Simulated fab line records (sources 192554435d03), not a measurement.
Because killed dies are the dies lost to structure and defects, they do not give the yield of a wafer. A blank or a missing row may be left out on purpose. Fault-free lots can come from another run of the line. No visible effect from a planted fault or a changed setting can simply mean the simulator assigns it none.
A lot that was struck, set against a sound lot | flow n5Finfet | 44 out of 1938 route steps
Sound: wafers L153.2, L153.3, L153.5. Struck: wafer L160.5. (L160.6 of the same lot was not struck and is left out.) The cause comes at the end.
Per side, at each step with rows, come the tool, then ch with its chambers, and then its first start. Under that, the readings that differ: sound wafers | struck wafers | difference of the means | sigmas: that difference in standard deviations of wafers without a fault.
alike: a reading whose means differ by less than 2 such deviations, as well as words and numbers matching on both sides. not compared: withheld readings; readings where some wafer has no value; bounds like >300 that might hide an equal value; numbers whose values overlap and for which the record gives no deviation.
Wherever a step has rows on one side only, a row that says differs or no value, or a row with sigmas, the two part there. Non-overlapping numbers with no deviation appear without sigmas and do not part them. A reading missing from all wafers of one side parts the sides only when that side holds two or more wafers.

first, 6 steps without rows for these wafers: N5_SD_EPI_N_STRIP_36 (strips in N2/H2); N5_SD_EPI_N_ETCHBACK_44 (etches SiNx in CH3F/O2, stops on SiO2, target depth 14.5 nm); N5_SD_EPI_N_ETCH_45 (etches SiOCN in CH3F/O2, target depth 6 nm); N5_SD_EPI_N_ETCH_16 (etches SiO2 in CHF3/O2, target depth 5 nm); N5_SD_EPI_N_STRIP_47 (strips in CHF3/O2); N5_SD_EPI_N_SD_RECESS_17 (chemistry HBr/Cl2/O2, target depth 41 nm, time 23.7 s, bt time 3 s).
N5_SD_EPI_N_STRIP_38: strips in N2/H2.
  sound on plasmaAsher-01 ch 0,1, day 4 16:55; struck on plasmaAsher-01 ch 0, day 6 09:47
  alike: drypumpMotorCurrentA, heaterPowerW, oesProductAu
  not compared: rfHoursCounterH
then, 5 steps without rows for these wafers: N5_SD_EPI_N_WET_ETCH_43 (etches SiO2 in dHF, time 14 s, target depth 1.5 nm); N5_SD_EPI_N_STRIP_18 (strips in SPM, time 750 s); N5_SD_EPI_N_SRD_20 (time 30 s); N5_SD_EPI_N_PRECLEAN_48 (cleans in NF3:NH3, afs cycles 2, time 20 s, sublimation time 60 s); N5_SD_EPI_N_VAPOR_ETCH_50 (etches Si in HCl, time 54 s).
N5_SD_EPI_N_EPI_21: deposits Si:P, time 690 s.
  sound on epiRpcvd-03 ch 0, day 4 18:05; struck on epiRpcvd-01 ch 0, day 6 12:19
reading                                  | sound          | struck | difference | sigmas
epiGrowthTimeS (s)                       | 690 690 690    | 897.02 | +207.02    | 
model.Si-P_of_SD_EPI_N_EPI_21.thkNm (nm) | 58.6 59.2 58.8 | 71.4   | +12.5      | 
  alike: susceptorTempC, susceptor_temp_C_max
N5_SD_EPI_N_EPI_MEAS_23:
  struck on filmMetro-01, day 6 13:06; sound on filmMetro-01, day 4 19:31
reading    | sound          | struck | difference | sigmas
thkNm (nm) | 58.9 57.0 58.7 | 70.8   | +12.6      | +11
then, 3 steps without rows for these wafers: N5_SD_EPI_N_PRECLEAN_24 (cleans in O3/DIW, time 60 s); N5_SD_EPI_N_SRD_25 (time 30 s); N5_SD_EPI_N_PRECLEAN_49 (cleans in NF3:NH3, afs cycles 1, time 20 s, sublimation time 60 s).
N5_SD_EPI_N_LINER_46: material SiNx, target thk 3 nm.
  sound on aldSin-04 ch 0,3, day 4 20:00; struck on aldSin-03 ch 1, day 6 13:31
  alike: heaterPowerOuterW, heaterPowerW, susceptorTempC
N5_SD_EPI_N_INSPECT_26: inspects for defects (darkfield).
  struck on defectInspect-02, day 6 13:40; sound on defectInspect-02, day 4 20:15
  alike: rawDefectCount
then, 8 steps without rows for these wafers: N5_SD_EPI_P_COAT_34 (time 60 s, resist thk 350 nm); N5_SD_EPI_P_COAT_35 (time 60 s, resist thk 35 nm); N5_SD_EPI_P_COAT_03 (resist thk 150 nm); N5_SD_EPI_P_EBR_05; N5_SD_EPI_P_SOFTBAKE_04 (time 60 s); N5_SD_EPI_P_EXPOSE_06 (exposes mask SD P BLK, target cd 240 nm); N5_SD_EPI_P_PEB_07 (peb time 60 s); N5_SD_EPI_P_DEVELOP_08 (develop time 30 s).
N5_SD_EPI_P_CD_MEAS_09 targets a cd of 240 nm.
  sound on cdSem-02 ch 0, day 4 20:32; struck on cdSem-01 ch 0, day 6 13:57
reading   | sound             | struck | difference | sigmas
cdNm (nm) | 241.0 240.2 241.1 | 238.2  | -2.6       | -3
N5_SD_EPI_P_OVL_MEAS_10:
  sound on overlay-01 ch 0, day 4 20:33; struck on overlay-01 ch 0, day 6 13:58
  alike: SD_P_BLK_OVL
N5_SD_EPI_P_INSPECT_11: inspects for defects (macro).
  struck on defectInspect-02, day 6 14:00; sound on defectInspect-02, day 4 20:35
  alike: rawDefectCount
N5_SD_EPI_P_DESCUM_14: chemistry O2, time 7.9 s.
  sound on rieDiel-03 ch 0,2, day 4 20:37; struck on rieDiel-01 ch 0, day 6 14:17
  alike: drypumpMotorCurrentA, oesProductAu, rfVppV, showerheadPlenumPTorr, throttleValvePct
  not compared: rfHoursCounterH
then, 3 steps without rows for these wafers: N5_SD_EPI_P_ETCH_36 (etches SiARC in CF4, target depth 45.5 nm, time 75.8 s); N5_SD_EPI_P_ETCH_37 (etches SOC in N2/H2, overetch 108 nm, time 486 s); N5_SD_EPI_P_STRIP_38 (strips in N2/H2).
N5_SD_EPI_P_ETCHBACK_46: etches SiNx in CH3F/O2, stops on SiO2, target depth 17.5 nm.
  sound on rieDiel-03 ch 0,2, day 4 21:02; struck on rieDiel-01 ch 0, day 6 14:44
  alike: drypumpMotorCurrentA, oesProductAu, rfVppV, showerheadPlenumPTorr, throttleValvePct
  not compared: rfHoursCounterH
then, 3 steps without rows for these wafers: N5_SD_EPI_P_ETCH_47 (etches SiOCN in CH3F/O2, target depth 25 nm); N5_SD_EPI_P_ETCH_16 (etches SiO2 in CHF3/O2, target depth 5 nm); N5_SD_EPI_P_STRIP_50 (strips in CHF3/O2).
N5_SD_EPI_P_SD_RECESS_17: chemistry HBr/Cl2/O2, target depth 39.1 nm, bt time 3 s.
  sound on rieSi-05 ch 1,2, day 4 21:18; struck on rieSi-06 ch 1, day 6 14:59
reading             | sound             | struck | difference | sigmas
oesProductAu (a.u.) | 0.989 0.967 0.980 | 1.007  | +0.028     | +2
  alike: drypumpMotorCurrentA, throttleValvePct
  not compared: rfHoursCounterH
then, 3 steps without rows for these wafers: N5_SD_EPI_P_WET_ETCH_45 (etches SiO2 in dHF, time 10.7 s, target depth 2 nm, rinse time 30 s); N5_SD_EPI_P_STRIP_40 (strips in N2/H2); N5_SD_EPI_P_PRECLEAN_52 (cleans in O3/DIW, time 60 s).
N5_MOL_CONTACT_COAG_ETCH_15: etches SiNx in CH3F/O2, stops on Si:P, target depth 7 nm.
  sound on rieDiel-04 ch 2,3, day 6 06:26; struck on rieDiel-02 ch 2, day 8 00:41
reading                                  | sound        | struck | difference | sigmas
model.Si-P_of_SD_EPI_N_EPI_21.thkNm (nm) | 57.8 58.2 58 | 70.4   | +12.4      | 
  alike: drypumpMotorCurrentA, oesProductAu, rfVppV, showerheadPlenumPTorr, throttleValvePct
  not compared: rfHoursCounterH
-- here the record skips 7 days between the struck wafers' starts before and after, leaving off in module MOL_CONTACT_COAG and picking up in module PASSIVATION (first step shown: number 1936 of the route) --
N5_PASSIVATION_PROBE_49:
  struck on prober-02, day 15 09:28; sound on prober-02, day 13 18:11
reading            | sound    | struck | difference | sigmas
killed_at_M0_to_M3 | 19 23 26 | 45     | +22        | +3
killedDies         | 62 68 82 | 109    | +38        | +3
killedOpen         | 39 43 41 | 66     | +25        | +2
  alike: killed_at_M4_up, killedAtContacts, killedAtFrontEnd, killedAtOther, killedOnRim, killedShort

== WHERE THEY PART ==
At N5_SD_EPI_N_EPI_MEAS_23 first; at N5_PASSIVATION_PROBE_49 last (within this record only).

WHY: what the simulator had put in
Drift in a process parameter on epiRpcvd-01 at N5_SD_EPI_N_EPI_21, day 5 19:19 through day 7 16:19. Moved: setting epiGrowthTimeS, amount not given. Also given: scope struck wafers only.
